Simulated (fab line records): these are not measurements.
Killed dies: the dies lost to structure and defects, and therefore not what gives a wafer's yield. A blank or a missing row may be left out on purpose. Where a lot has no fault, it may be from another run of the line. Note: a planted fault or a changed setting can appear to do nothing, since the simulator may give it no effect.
fab line records	flow n5_finfet
record lots=10	wafers=30	last_day=17
route steps=1938 shown PMOS_HMC_CHANNEL_EPI@87 FIN_SAQP@97 BEOL_M4@1111
lots untouched by any fault: they come from a run of this same line in which no faults occurred
start_h: hours from the record's first day to the start of the lot's first wafer shown	wait_h: time in hours since the lot's previous step	" repeats the value in the row above	L1.1+2: a row that stands for several wafers	- either no value or no given start	* or withheld: withheld	< > ~ a bound
route shown NAME@n: names a module that has steps shown in the file, with the first one's number in the route	usual: the fault-free wafers' mean and standard deviation	same: alike in all rows	chamber/n: place in a boat	sites: the reading at each site	_std_site: standard deviation of those values	_edge_site: the outer-site mean with the inner-site mean subtracted	radius_mm: for every site, how far away it sits from the centre of the wafer	mask NAME#n: copy n	behind: the last tool/chamber to shape the wafer	hold: reason for holding the lot/hours on hold/outcome of the hold	device: whichever transistor did not switch (one of n, p or np)	end of line: tests of these same wafers at the route's end	a step without rows: its recipe alone	killed: at the first sort, the dies lost to defects and structure; wafer yield is something else	map: dies across one wafer; x = killed, . = not, _ = none there
set.NAME: the setting as run; set.NAME@STEP: as run at that earlier step	model.NAME: the simulator's own value behind a step, which no gauge read
the route's steps for a sample of lots (tables are steps, rows are wafers)
services: when a tool's chamber went out of use (start_h, in hours from the record's first day, below 0 if earlier), for how many hours, and the reason
## steps
# step N5_PMOS_HMC_CHANNEL_EPI_EPI_26
# recipe material=Si	target_thk_a=38	temp_c=650	precursor=SiH4/H2	pressure_torr=20	time_s=22.7
# usual throttle_valve_pct=11.3/0.56
lot.wafer	tool	chamber	start_h	wait_h	throttle_valve_pct
L136.3	epi_rpcvd-03	0	26.01	0.1	11.9
L136.4	"	0	"	"	11.7
L136.5	"	0	"	"	11.9
L137.2	epi_rpcvd-04	0	31.76	0.1	10.7
L137.4	"	0	"	"	10.9
L137.6	"	0	"	"	10.6
L142.1	epi_rpcvd-01	0	62.13	0.0	11.0
L142.4	"	0	"	"	10.8
L142.6	"	0	"	"	11.2
L143.1	epi_rpcvd-03	0	68.32	0.0	11.6
L143.4	"	0	"	"	11.7
L143.6	"	0	"	"	11.9
L146.2	epi_rpcvd-03	0	87.02	0.1	12.0
L146.4	"	0	"	"	11.8
L146.6	"	0	"	"	12.0
L148.2	epi_rpcvd-03	0	98.42	0.1	11.7
L148.5	"	0	"	"	12.2
L148.6	"	0	"	"	11.7
L150.2	epi_rpcvd-04	0	110.22	0.1	11.1
L150.3	"	0	"	"	10.9
L150.6	"	0	"	"	10.9
L156.1	epi_rpcvd-01	0	146.08	0.0	11.1
L156.3	"	0	"	"	11.0
L156.4	"	0	"	"	11.0
L157.2	epi_rpcvd-03	0	151.69	0.1	11.9
L157.3	"	0	"	"	12.0
L157.6	"	0	"	"	11.8
L158.1	epi_rpcvd-04	0	157.56	0.0	10.9
L158.4	"	0	"	"	11.0
L158.5	"	0	"	"	10.9
# step N5_FIN_SAQP_THK_MEAS_05
# usual thk_nm=38.1/0.48
lot.wafer	tool	chamber	start_h	wait_h	thk_nm
L136.3	film_metro-01	-	27.09	0.1	37.4
L136.4	"	-	"	"	38.0
L136.5	"	-	"	"	38.3
L137.2	film_metro-02	-	32.79	0.1	37.8
L137.4	"	-	"	"	37.7
L137.6	"	-	"	"	38.0
L142.1	film_metro-01	-	63.25	0.1	37.0
L142.4	"	-	"	"	37.9
L142.6	"	-	"	"	37.8
L143.1	film_metro-02	-	69.91	0.1	38.4
L143.4	"	-	"	"	38.5
L143.6	"	-	"	"	38.6
L146.2	film_metro-01	-	88.17	0.1	38.3
L146.4	"	-	"	"	38.8
L146.6	"	-	"	"	39.0
L148.2	film_metro-02	-	100.80	0.1	37.9
L148.5	"	-	"	"	38.5
L148.6	"	-	"	"	39.0
L150.2	film_metro-02	-	111.21	0.1	38.0
L150.3	"	-	"	"	37.8
L150.6	"	-	"	"	38.9
L156.1	film_metro-01	-	147.08	0.1	37.0
L156.3	"	-	"	"	38.0
L156.4	"	-	"	"	38.1
L157.2	film_metro-02	-	152.69	0.1	37.9
L157.3	"	-	"	"	37.6
L157.6	"	-	"	"	38.7
L158.1	film_metro-02	-	159.16	0.1	38.3
L158.4	"	-	"	"	38.3
L158.5	"	-	"	"	38.3
# step N5_FIN_SAQP_THK_MEAS_07
# usual thk_nm=60.1/0.77
lot.wafer	tool	chamber	start_h	wait_h	thk_nm
L136.3	film_metro-02	-	27.30	0.1	60.2
L136.4	"	-	"	"	60.9
L136.5	"	-	"	"	60.5
L137.2	film_metro-01	-	33.00	0.1	57.9
L137.4	"	-	"	"	59.1
L137.6	"	-	"	"	60.0
L142.1	film_metro-01	-	63.46	0.1	59.2
L142.4	"	-	"	"	60.0
L142.6	"	-	"	"	60.3
L143.1	film_metro-02	-	70.12	0.1	60.0
L143.4	"	-	"	"	61.1
L143.6	"	-	"	"	61.0
L146.2	film_metro-01	-	88.65	0.1	60.6
L146.4	"	-	"	"	61.8
L146.6	"	-	"	"	61.4
L148.2	film_metro-01	-	101.01	0.1	60.7
L148.5	"	-	"	"	60.9
L148.6	"	-	"	"	60.9
L150.2	film_metro-02	-	111.41	0.1	60.0
L150.3	"	-	"	"	59.6
L150.6	"	-	"	"	61.1
L156.1	film_metro-02	-	147.29	0.1	59.5
L156.3	"	-	"	"	60.3
L156.4	"	-	"	"	61.0
L157.2	film_metro-01	-	152.90	0.1	59.0
L157.3	"	-	"	"	59.5
L157.6	"	-	"	"	60.7
L158.1	film_metro-02	-	159.37	0.1	58.8
L158.4	"	-	"	"	60.7
L158.5	"	-	"	"	60.9
# step N5_FIN_SAQP_EXPOSE_13
# recipe mask_id=FIN_CORE	na=1.35	source_shape=dipole	sigma_inner=0.538	sigma_outer=0.738	polarization=te	target_cd_nm=35.6	dose_mj=63.25
# same dipole_opening_deg=40
lot.wafer	tool	chamber	start_h	wait_h	mask
L136.3+4+5	arfi_scanner-03	0	27.67	-	FIN_CORE#0
L137.2+4+6	arfi_scanner-03	0	33.26	-	FIN_CORE#0
L142.1+4+6	arfi_scanner-02	0	63.69	-	FIN_CORE#0
L143.1+4+6	arfi_scanner-01	0	70.50	-	FIN_CORE#0
L146.2+4+6	arfi_scanner-02	0	89.02	-	FIN_CORE#0
L148.2+5+6	arfi_scanner-03	0	101.37	-	FIN_CORE#0
L150.2+3+6	arfi_scanner-01	0	111.78	-	FIN_CORE#0
L156.1+3+4	arfi_scanner-03	0	147.65	-	FIN_CORE#0
L157.2+3+6	arfi_scanner-03	0	153.14	-	FIN_CORE#0
L158.1+4+5	arfi_scanner-02	0	159.73	-	FIN_CORE#0
# step N5_FIN_SAQP_OVL_MEAS_17
# recipe points_per_wafer=44
# usual FIN_CORE_OVL=-0.7/0.73
lot.wafer	tool	chamber	start_h	wait_h	FIN_CORE_OVL[nm]
L136.3	overlay-02	0	27.82	0.0	-1.1
L136.4	"	0	"	"	-1.0
L136.5	"	0	"	"	-0.6
L137.2	overlay-01	0	33.42	0.0	-0.8
L137.4	"	0	"	"	-1.1
L137.6	"	0	"	"	-1.1
L142.1	overlay-02	0	63.86	0.0	-0.7
L142.4	"	0	"	"	-0.7
L142.6	"	0	"	"	0.2
L143.1	overlay-02	0	70.67	0.0	-0.3
L143.4	"	0	"	"	0.2
L143.6	"	0	"	"	0.0
L146.2	overlay-01	0	89.18	0.0	-1.2
L146.4	"	0	"	"	-0.9
L146.6	"	0	"	"	-1.5
L148.2	overlay-02	0	101.53	0.0	-0.3
L148.5	"	0	"	"	-0.9
L148.6	"	0	"	"	0.0
L150.2	overlay-01	0	111.94	0.0	-1.0
L150.3	"	0	"	"	-1.7
L150.6	"	0	"	"	0.2
L156.1	overlay-01	0	147.82	0.0	4.4
L156.3	"	0	"	"	4.6
L156.4	"	0	"	"	5.6
L157.2	overlay-01	0	153.30	0.0	5.6
L157.3	"	0	"	"	5.4
L157.6	"	0	"	"	5.0
L158.1	overlay-02	0	159.90	0.0	0.3
L158.4	"	0	"	"	-0.4
L158.5	"	0	"	"	-0.2
# step N5_BEOL_M4_RC_MEAS_101
# usual DIBL_N=36.3/1	DIBL_P=36.2/1.4	IOFF_N=0.157/0.021	IOFF_P=0.206/0.025	ION_N=673/9	ION_P=461/6.4	SS_N=71.5/0.5	SS_P=73.2/0.47	VT_N=249.9/2.4	VT_P=-250.6/2.9
lot.wafer	tool	chamber	start_h	wait_h	DIBL_N[mV/V]	DIBL_P[mV/V]	IOFF_N[nA/um]	IOFF_P[nA/um]	ION_N[uA/um]	ION_P[uA/um]	SS_N[mV/dec]	SS_P[mV/dec]	VT_N[mV]	VT_P[mV]
L136.3	prober-01	0	173.55	0.3	35.3	34.4	0.136	0.177	671	462	70.8	73.1	250.8	-251.1
L136.4	"	0	"	"	37.3	37.2	0.170	0.217	682	467	71.2	74.0	248.2	-250.9
L136.5	"	0	"	"	34.9	34.2	0.129	0.175	668	461	70.1	73.2	250.4	-252.8
L137.2	prober-02	0	178.17	0.2	36.3	36.9	0.150	0.209	659	457	71.7	72.9	252.3	-251.1
L137.4	"	0	"	"	35.5	36.1	0.134	0.194	657	452	71.6	73.6	255.2	-251.2
L137.6	"	0	"	"	37.9	38.2	0.171	0.225	669	461	72.7	74.3	250.0	-252.0
L142.1	prober-01	0	205.76	0.0	37.1	38.0	0.200	0.260	676	464	72.4	74.0	247.1	-247.2
L142.4	"	0	"	"	36.2	37.4	0.189	0.241	673	463	71.8	73.5	246.8	-248.0
L142.6	"	0	"	"	36.3	37.1	0.183	0.251	676	465	71.9	74.3	249.2	-246.9
L143.1	prober-02	0	206.44	0.0	36.2	35.7	0.148	0.186	673	457	71.8	73.9	250.7	-252.1
L143.4	"	0	"	"	36.6	35.6	0.154	0.178	675	456	71.9	72.4	248.6	-251.9
L143.6	"	0	"	"	36.2	35.8	0.151	0.182	677	467	71.1	73.3	250.7	-252.5
L146.2	prober-01	0	234.04	0.2	36.5	35.9	0.161	0.207	675	461	71.6	72.9	248.3	-252.3
L146.4	"	0	"	"	35.9	35.9	0.152	0.208	670	465	71.8	72.8	250.5	-248.5
L146.6	"	0	"	"	35.5	35.2	0.155	0.199	674	469	71.9	72.5	249.1	-248.3
L148.2	prober-01	0	247.33	0.2	35.0	34.8	0.146	0.197	674	465	71.1	72.9	250.0	-252.0
L148.5	"	0	"	"	35.3	35.0	0.152	0.201	661	454	71.4	73.1	254.8	-248.4
L148.6	"	0	"	"	36.3	36.4	0.173	0.220	677	459	71.4	72.9	247.7	-250.4
L150.2	prober-02	0	263.53	0.2	35.6	35.0	0.139	0.220	666	466	71.5	72.8	251.5	-247.1
L150.3	"	0	"	"	37.0	35.2	0.150	0.224	671	462	71.8	73.1	250.7	-247.0
L150.6	"	0	"	"	36.3	35.1	0.145	0.217	661	462	71.1	72.9	251.4	-247.4
L156.1	prober-01	0	289.16	0.0	35.8	34.6	0.141	0.206	679	470	71.0	73.2	250.3	-247.9
L156.3	"	0	"	"	36.5	34.8	0.147	0.210	665	463	71.5	72.5	248.9	-246.2
L156.4	"	0	"	"	35.6	34.3	0.142	0.208	681	472	71.0	72.6	250.8	-247.9
L157.2	prober-02	0	301.82	0.2	37.8	38.4	0.180	0.230	674	462	71.7	74.2	248.4	-251.4
L157.3	"	0	"	"	35.6	35.6	0.145	0.187	664	457	72.1	72.9	251.5	-251.2
L157.6	"	0	"	"	33.4	32.3	0.106	0.148	663	455	70.7	72.3	255.4	-255.0
L158.1	prober-02	0	306.57	0.0	36.6	39.0	0.183	0.210	688	469	71.7	73.4	246.7	-247.7
L158.4	"	0	"	"	37.6	40.5	0.208	0.230	697	462	71.7	73.7	247.3	-248.8
L158.5	"	0	"	"	36.7	38.5	0.187	0.207	686	462	72.0	73.4	246.2	-249.5
## services
tool	chamber	start_h	hours	kind
arfi_scanner-03	-	3.14	1.0	pm
arfi_scanner-02	-	7.25	0.8	pm
arfi_scanner-03	-	11.92	1.3	pm
arfi_scanner-02	-	31.57	0.5	repair
arfi_scanner-01	-	38.79	2.3	repair
arfi_scanner-01	-	46.02	4.9	pm
arfi_scanner-03	-	54.33	9.9	repair
arfi_scanner-01	-	61.69	1.3	pm
epi_rpcvd-03	-	68.84	2.8	pm
arfi_scanner-02	-	73.00	1.0	pm
arfi_scanner-01	-	85.35	1.0	pm
arfi_scanner-02	-	85.60	1.1	repair
arfi_scanner-02	-	92.66	2.4	repair
arfi_scanner-03	-	95.50	4.9	pm
epi_rpcvd-01	-	98.22	6.0	pm
arfi_scanner-02	-	110.88	1.3	pm
arfi_scanner-03	-	112.38	1.0	pm
arfi_scanner-02	-	129.44	0.7	repair
arfi_scanner-01	0	129.98	-	calibration
arfi_scanner-03	0	130.07	-	calibration
arfi_scanner-03	-	137.42	1.3	pm
arfi_scanner-02	0	139.43	-	calibration
arfi_scanner-03	-	143.48	0.2	repair
arfi_scanner-02	-	158.47	1.0	pm
## key
first_sign step=N5_FIN_SAQP_OVL_MEAS_17	reading=FIN_CORE_OVL	direction=up	sigmas=8	usual=-0.7	struck=5.1
effect none on later readings
met_at N5_FIN_SAQP_EXPOSE_13
struck_lots L156,L157
not_acting_at N5_PMOS_HMC_CHANNEL_EPI_EPI_26,N5_FIN_SAQP_THK_MEAS_05,N5_FIN_SAQP_THK_MEAS_07
onset_between 101.37 147.65
fault kind=scanner_matching_overlay	tool=arfi_scanner-03	chamber=-	onset_h=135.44	steps=N5_FIN_SAQP_EXPOSE_13	offset=5.7123
